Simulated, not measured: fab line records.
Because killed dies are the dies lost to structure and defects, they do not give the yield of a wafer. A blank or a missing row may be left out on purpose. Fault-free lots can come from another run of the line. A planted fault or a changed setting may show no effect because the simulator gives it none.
Comparing a struck lot with a sound one + flow nandHarc + 14 out of 1302 route steps
Sound: these wafers, L660.2, L660.4, L660.6. Wafers struck: L670.2, L670.3, L670.4. The cause is named last.
At each step with rows: each side's tool, then ch and its chambers, then its first start. Under that, the readings that differ: sound wafers + struck wafers + difference of the means + sigmas: that difference in standard deviations of wafers without a fault.
alike: readings with means less than 2 such deviations apart, plus words and numbers identical on both sides. not compared: withheld readings, readings lacking a value on some wafer, bounds such as >300 that could conceal the same value, and numbers that have no deviation in the record and whose values overlap.
The two part at a step that has a row with sigmas, a row that says differs or no value, or rows on one side only. When numbers do not overlap yet have no deviation, they are printed without sigmas and do not part them. Lack of a reading on every wafer of one side parts them only where that side has two or more wafers.

first, 2 steps without rows for these wafers: NHARC_A_SOURCE_PLATE_SRD_01; NHARC_A_SOURCE_PLATE_OXIDE_02 (material SiO2, target thk 10 nm, ox time 1362 s).
NHARC_A_SOURCE_PLATE_THK_MEAS_09: measures by ellipsometry.
  sound on filmMetro-02, day 7 21:07; struck on filmMetro-02, day 11 17:49
  alike: thkNm
then, 3 steps without rows for these wafers: NHARC_A_SOURCE_PLATE_PVD_04 (deposits WSi2, target thk 50 nm); NHARC_A_SOURCE_PLATE_CVD_03 (deposits poly-Si, target thk 200 nm, time 4000 s); NHARC_A_SOURCE_PLATE_ANNEAL_05 (time 1800 s).
NHARC_A_SOURCE_PLATE_THK_MEAS_06: measures by ellipsometry.
  sound on filmMetro-02, day 8 10:17; struck on filmMetro-01, day 12 06:27
  alike: thkNm
NHARC_A_SOURCE_PLATE_INSPECT_08:
  sound on defectInspect-02, day 8 10:24; struck on defectInspect-02, day 12 06:31
  alike: rawDefectCount
following that, 1 step holds no rows for these wafers, namely NHARC_A_ONON_D1_DEP_00 (target thickness 1000 nm).
NHARC_A_ONON_D1_THK_MEAS_02: measures by ellipsometry.
  sound on filmMetro-02, day 8 10:58; struck on filmMetro-02, day 12 07:05
  alike: thkNm
NHARC_A_ONON_D1_DEP_03: target thk 1000 nm.
  sound on pecvdOnon-04 ch 0, day 8 11:05; struck on pecvdOnon-04 ch 0, day 12 07:13
  alike: n2FlowSccm
NHARC_A_ONON_D1_THK_MEAS_05: measures by ellipsometry.
  sound on filmMetro-02, day 8 11:32; struck on filmMetro-01, day 12 07:40
| reading    | sound       | struck      | difference | sigmas |
|------------|-------------|-------------|------------|--------|
| thkNm (nm) | 990 989 989 | 667 667 668 | -322       | -47    |
following that, 1 step holds no rows for these wafers, namely NHARC_A_ONON_D1_DEP_06 (target thickness 1000 nm).
-- the record jumps here: 16 days lie between the struck wafers' starts before and after (it left off in module A_ONON_D1 and takes up again in module END, whose first step shown is number 1302 of the route) --
NHARC_END_SORT_01:
  here the record holds rows for the struck wafers (prober-02 ch 0, day 28 11:40) but none for the sound ones

== WHERE THEY PART ==
Earliest at NHARC_A_ONON_D1_THK_MEAS_05; latest, in this record, at NHARC_END_SORT_01.

WHY: whatever the simulator had introduced
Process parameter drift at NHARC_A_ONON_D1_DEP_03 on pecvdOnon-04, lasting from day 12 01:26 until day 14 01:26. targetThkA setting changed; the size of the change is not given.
